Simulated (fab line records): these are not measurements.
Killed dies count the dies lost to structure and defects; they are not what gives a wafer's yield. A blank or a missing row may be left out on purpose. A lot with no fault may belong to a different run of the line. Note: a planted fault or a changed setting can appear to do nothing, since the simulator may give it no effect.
A lot that was struck, set against a sound lot / flow n5 finfet / 28 out of 1938 route steps
Sound: these wafers, L745.1, L745.2, L745.6. Struck: wafer L755.2. (L755.6 of the same lot was not struck and is left out.) The cause comes at the end.
For every step that has rows: the tool of each side, followed by ch and its chambers, followed by its first start. Under that, the readings that differ: sound wafers / struck wafers / difference of the means / sigmas: that difference in standard deviations of wafers without a fault.
alike: readings whose means differ by less than 2 such deviations, and words and numbers that are the same on both sides. not compared: withheld readings, readings that some wafer has no value for, bounds like >300 that may hide the same value, and numbers for which the record gives no deviation and whose values overlap.
A row with sigmas, a row that says differs or no value, or rows on one side alone: a step with any of these is where the two part. Numbers that have no deviation but don't overlap get no sigmas and don't part them. A reading that every wafer of one side lacks parts them only if that side has two wafers or more.

first, 8 steps without rows for these wafers: N5_MOL_CONTACT_COAG_ANNEAL_112 (time 1800 s); N5_BEOL_M0_SAQP_PECVD_00 (deposits SiCN from 3MS/NH3, target thk 8 nm, time 14 s); N5_BEOL_M0_SAQP_ILD_DEP_01 (deposits SiOC from DEMS/O2, target thk 45.419 nm, time 8.7 s); N5_BEOL_M0_SAQP_HM_DEP_02 (deposits TiN, target thk 12 nm); N5_BEOL_M0_SAQP_PECVD_03 (deposits SiCN from 3MS/NH3, target thk 12 nm, time 21.1 s); N5_BEOL_M0_SAQP_PECVD_96 (deposits a-Si from SiH4/He, target thk 45 nm, time 45.2 s); N5_BEOL_M0_SAQP_PECVD_97 (deposits SiNx from SiH4/NH3/N2, target thk 23 nm, time 19.9 s); N5_BEOL_M0_SAQP_PECVD_04 (deposits a-Si from SiH4/He, target thk 60 nm, time 60.2 s).
N5_BEOL_M0_SAQP_HM_DEP_111: deposits SiO2 from SiH4/N2O, target thk 12 nm, time 7.2 s.
  sound on pecvd-04 ch 1,2, day 5 19:01; struck on pecvd-04 ch 2, day 8 15:18
reading=model.SiO2_of_BEOL_M0_SAQP_HM_DEP_111.thk nm (nm); sound=12 12 12.2; struck=13.4; difference=+1.3; sigmas=
  alike: heater power w, showerhead plenum p Torr
then, 12 steps without rows for these wafers: N5_BEOL_M0_SAQP_COAT_81 (time 60 s, resist thk 100 nm); N5_BEOL_M0_SAQP_COAT_82 (time 60 s, resist thk 30 nm); N5_BEOL_M0_SAQP_COAT_08 (resist thk 90 nm); N5_BEOL_M0_SAQP_EBR_10; N5_BEOL_M0_SAQP_SOFTBAKE_09 (time 60 s); N5_BEOL_M0_SAQP_EXPOSE_11 (exposes mask M0 CORE, target cd 42 nm); N5_BEOL_M0_SAQP_PEB_12 (peb time 60 s); N5_BEOL_M0_SAQP_DEVELOP_13 (develop time 30 s); N5_BEOL_M0_SAQP_DESCUM_19 (chemistry O2, time 7.9 s); N5_BEOL_M0_SAQP_ETCH_83 (etches SiARC in CF4, target depth 39 nm, time 65 s); N5_BEOL_M0_SAQP_ETCH_84 (etches SOC in N2/H2, target depth 100 nm, overetch 20 nm, time 150 s); N5_BEOL_M0_SAQP_STRIP_80 (strips in N2/H2).
N5_BEOL_M0_SAQP_HM_OPEN_112: chemistry CHF3/O2, target SiO2, stops on a-Si, target depth 12 nm, time 13.5 s.
  sound on rie diel-02 ch 0,1, day 5 19:54; struck on rie diel-04 ch 1, day 8 16:09
reading=oes product au (a.u.); sound=0.48 0.51 0.52; struck=0.64; difference=+0.14; sigmas=+3
reading=showerhead plenum p Torr (Torr); sound=2.39 2.42 2.42; struck=2.56; difference=+0.15; sigmas=+2
reading=model.etch.depth nm (nm); sound=12.08 12.03 12.13; struck=13.48; difference=+1.40; sigmas=
  alike: drypump motor current A, rf vpp V, throttle valve pct
  not compared: rf hours counter h
then, 3 steps without rows for these wafers: N5_BEOL_M0_SAQP_STRIP_113 (strips in CHF3/O2); N5_BEOL_M0_SAQP_MANDREL_ETCH_20 (etches a-Si in HBr/Cl2, stops on SiNx, target depth 60 nm, bt time 10 s, time 30 s); N5_BEOL_M0_SAQP_STRIP_86 (strips in N2/H2).
N5_BEOL_M0_SAQP_STRIP_115: strips in post etch residue remover, time 60 s.
  sound on wet bench-06 ch 1,2,6, day 5 20:09; struck on wet bench-05 ch 2, day 8 16:24
reading=model.SiO2_of_BEOL_M0_SAQP_HM_DEP_111.thk nm (nm); sound=12 12 12; struck=13.4; difference=+1.4; sigmas=
then, 1 step without rows for these wafers: N5_BEOL_M0_SAQP_SRD_93 (time 30 s).
-- record jumps: 2 days separate the struck wafers' starts on either side; left off in module BEOL_M0_SAQP, taken up again in module BEOL_M4, whose first shown step is the route's number 1111 --
N5_BEOL_M4_RC_MEAS_101:
  sound on prober-02 ch 0, day 8 15:31; struck on prober-01 ch 0, day 11 00:10
  alike: DIBL_N, DIBL_P, IOFF_N, IOFF_P, ION_N, ION_P, SS_N, SS_P, VT_N, VT_P

## WHERE THEY PART
N5_BEOL_M0_SAQP_HM_OPEN_112 only, going by this record. Later steps at which nothing parts them and some readings are alike: N5_BEOL_M4_RC_MEAS_101.

WHY: what the simulator had put in
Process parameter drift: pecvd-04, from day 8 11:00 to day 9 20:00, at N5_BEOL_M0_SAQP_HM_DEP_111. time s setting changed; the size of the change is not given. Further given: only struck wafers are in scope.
